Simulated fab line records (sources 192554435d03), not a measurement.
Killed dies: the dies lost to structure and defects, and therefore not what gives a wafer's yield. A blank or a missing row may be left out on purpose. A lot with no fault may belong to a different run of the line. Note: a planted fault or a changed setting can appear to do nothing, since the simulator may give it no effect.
Which tool did it? | flow n5_finfet | 69 wafers sampled from 23 lots at 1 step of a route of 1938

## WHAT THE GAUGES SHOWED, per wafer
N5_FIN_SAQP_CD_MEAS_37 targets a cd of 8 nm. Usual: cd_nm at 8.13 nm, with a standard deviation of 0.23.
lot  | measured    | on        | cd_nm (nm)     | flag
L074 | day 2 02:57 | cd_sem-01 | 7.60 8.13 8.10 |
L075 | day 2 10:14 | cd_sem-03 | 8.24 7.81 7.95 |
L076 | day 2 13:40 | cd_sem-02 | 8.24 8.21 7.92 |
L077 | day 2 20:13 | cd_sem-02 | 8.06 8.02 8.22 |
L078 | day 3 01:55 | cd_sem-03 | 8.05 7.87 7.97 |
L079 | day 3 09:00 | cd_sem-02 | 8.33 7.99 8.03 |
L080 | day 3 15:16 | cd_sem-01 | 8.33 7.88 8.24 |
L081 | day 3 21:41 | cd_sem-03 | 8.16 7.95 7.86 |
L082 | day 4 03:01 | cd_sem-03 | 8.62 7.84 7.89 |
L083 | day 4 09:50 | cd_sem-01 | 8.10 8.11 8.18 |
L084 | day 4 15:52 | cd_sem-01 | 8.13 7.87 8.29 |
L085 | day 4 20:09 | cd_sem-03 | 7.75 8.72 8.34 |
L086 | day 5 02:55 | cd_sem-02 | 7.97 8.31 8.08 |
L087 | day 5 08:43 | cd_sem-01 | 8.21 8.66 7.92 |
L088 | day 5 13:38 | cd_sem-03 | 7.76 8.18 8.09 |
L089 | day 5 21:05 | cd_sem-02 | 8.30 7.92 8.24 |
L091 | day 6 09:09 | cd_sem-03 | 8.32 7.91 7.73 |
L092 | day 6 15:23 | cd_sem-01 | 8.26 8.20 8.01 |
L093 | day 6 20:32 | cd_sem-01 | 8.43 7.84 8.03 |
L094 | day 7 02:29 | cd_sem-01 | 8.31 7.96 7.94 |
L095 | day 7 08:44 | cd_sem-02 | 8.12 8.14 8.45 |
L096 | day 7 14:05 | cd_sem-02 | 7.87 7.83 7.90 |
L097 | day 7 19:42 | cd_sem-01 | 8.00 8.48 8.11 |

## WHAT TOOL EACH LOT RAN ON (gives the tool, then ch and the chambers of the sampled wafers, and finally the start)
The record shows no process step preceding these readings.

## AS READ BY THE TOOLS THEMSELVES (means over the sampled wafers that have a number; for cases with no such wafer, the mark the record gives instead)
The record holds no such reading with a usual standard deviation.

## THE ANSWER, worked out from the rows above alone
Rule: a lot counts as off when the mean over its wafers that have a number is more than 3 standard deviations away from the usual mean. A lot without any number at a reading at which 4 lots or more have one is off too. The other lots that the step has rows for count as sound. First the gauges in route order, then the tools' own readings, where a lot's mean is used as printed above. The first step at which some lot is off is used, and at that step the reading that is off furthest; a lot without a number counts as furthest.
No lot is off at any reading shown: from this, nothing can be told.

## WHAT HAD BEEN PUT IN BY THE SIMULATOR
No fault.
